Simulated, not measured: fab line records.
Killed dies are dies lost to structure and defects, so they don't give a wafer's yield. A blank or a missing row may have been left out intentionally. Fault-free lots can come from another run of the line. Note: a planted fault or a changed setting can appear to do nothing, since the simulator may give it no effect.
Chamber matching || flow nand_harc || NHARC_A_STAIRCASE_DESCUM_270 on rie_diel-01: 4 sister chambers
The step chemistry O2, time 3 s. 4 wafers are shown with their chamber, then 7 later ones without.

WAFERS, EACH WITH ITS CHAMBER
{"wafer": "L086.5", "chamber": 2, "showerhead_plenum_p_Torr (Torr)": 1.88}
{"wafer": "L086.6", "chamber": 0, "showerhead_plenum_p_Torr (Torr)": 2.05}
{"wafer": "L089.1", "chamber": 3, "showerhead_plenum_p_Torr (Torr)": 2.03}
{"wafer": "L089.4", "chamber": 1, "showerhead_plenum_p_Torr (Torr)": 1.92}

WAFERS MISSING THEIR CHAMBER
{"wafer": "L089.5", "showerhead_plenum_p_Torr (Torr)": 1.92}
{"wafer": "L092.1", "showerhead_plenum_p_Torr (Torr)": 1.92}
{"wafer": "L092.2", "showerhead_plenum_p_Torr (Torr)": 2.04}
{"wafer": "L092.5", "showerhead_plenum_p_Torr (Torr)": 2.04}
{"wafer": "L097.2", "showerhead_plenum_p_Torr (Torr)": 2.03}
{"wafer": "L097.3", "showerhead_plenum_p_Torr (Torr)": 1.87}
{"wafer": "L097.6", "showerhead_plenum_p_Torr (Torr)": 2.03}

THE CHAMBER EACH PASSED THROUGH
{"wafer": "L089.5", "from the rows above": 1, "in truth": 1}
{"wafer": "L092.1", "from the rows above": 1, "in truth": 1}
{"wafer": "L092.2", "from the rows above": "can't be placed: 0 or 3", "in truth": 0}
{"wafer": "L092.5", "from the rows above": "can't be placed: 0 or 3", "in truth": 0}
{"wafer": "L097.2", "from the rows above": 3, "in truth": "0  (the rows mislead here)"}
{"wafer": "L097.3", "from the rows above": 2, "in truth": 2}
{"wafer": "L097.6", "from the rows above": 3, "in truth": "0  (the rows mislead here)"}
3 of 7 placed correctly. Not placeable from these rows: 2 (in 2, the candidates include the true chamber). Number placed wrongly: 2.
How it was worked out, from the rows above alone: a wafer's distance from a chamber is the root of the sum, over the readings, of the square of ((its reading less the chamber's mean) divided by the reading's scatter). The wafer belongs to the nearest chamber; if the next one is less than 2 further off, it can't be placed. For every chamber, the mean is computed from those of its wafers that are shown. The scatter (one wafer shown for each chamber): square how far every hidden wafer sits from the nearest shown wafer, average those squares and take the square root.
